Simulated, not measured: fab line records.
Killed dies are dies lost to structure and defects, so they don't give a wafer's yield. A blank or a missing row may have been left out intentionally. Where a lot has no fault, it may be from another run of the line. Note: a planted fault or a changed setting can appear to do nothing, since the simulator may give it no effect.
Matching of chambers -- flow n5_finfet -- rie_diel-06 running N5_BEOL_M5_ETCH_67: 4 sister chambers
The step etches SiARC in CF4, target depth 15.6 nm, time 26 s. 4 wafers are shown with their chamber, then 11 later ones without.

EACH WAFER AND ITS CHAMBER
wafer,chamber,showerhead_plenum_p_Torr (Torr)
L083.3,3,2.03
L085.1,1,2.14
L085.3,0,2.13
L090.2,2,2.07

WAFERS WHOSE CHAMBER IS MISSING
wafer,showerhead_plenum_p_Torr (Torr)
L090.4,2.12
L090.6,2.03
L089.1,2.14
L089.3,2.03
L089.5,2.12
L094.2,2.06
L094.4,2.14
L094.6,2.14
L097.4,2.06
L097.5,2.06
L097.6,2.14

WHICH CHAMBER EACH ONE RAN IN
wafer,from the rows above,in truth
L090.4,can't be placed: 0 or 1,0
L090.6,3,3
L089.1,can't be placed: 1 or 0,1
L089.3,3,3
L089.5,can't be placed: 0 or 1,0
L094.2,2,2
L094.4,can't be placed: 1 or 0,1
L094.6,can't be placed: 1 or 0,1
L097.4,2,2
L097.5,2,2
L097.6,can't be placed: 1 or 0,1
5 of 11 placed correctly. Not placeable from these rows: 6 (in 6, the candidates include the true chamber). Number placed wrongly: 0.
How it was worked out, from the rows above alone: a wafer's distance from a chamber is the root of the sum, over the readings, of the square of ((its reading less the chamber's mean) divided by the reading's scatter). The wafer belongs to the nearest chamber; if the next one is less than 2 further off, it can't be placed. Each chamber's mean is taken over the wafers shown for it. The scatter: root of mean squared gap, hidden wafer to nearest shown wafer, with one shown wafer a chamber.
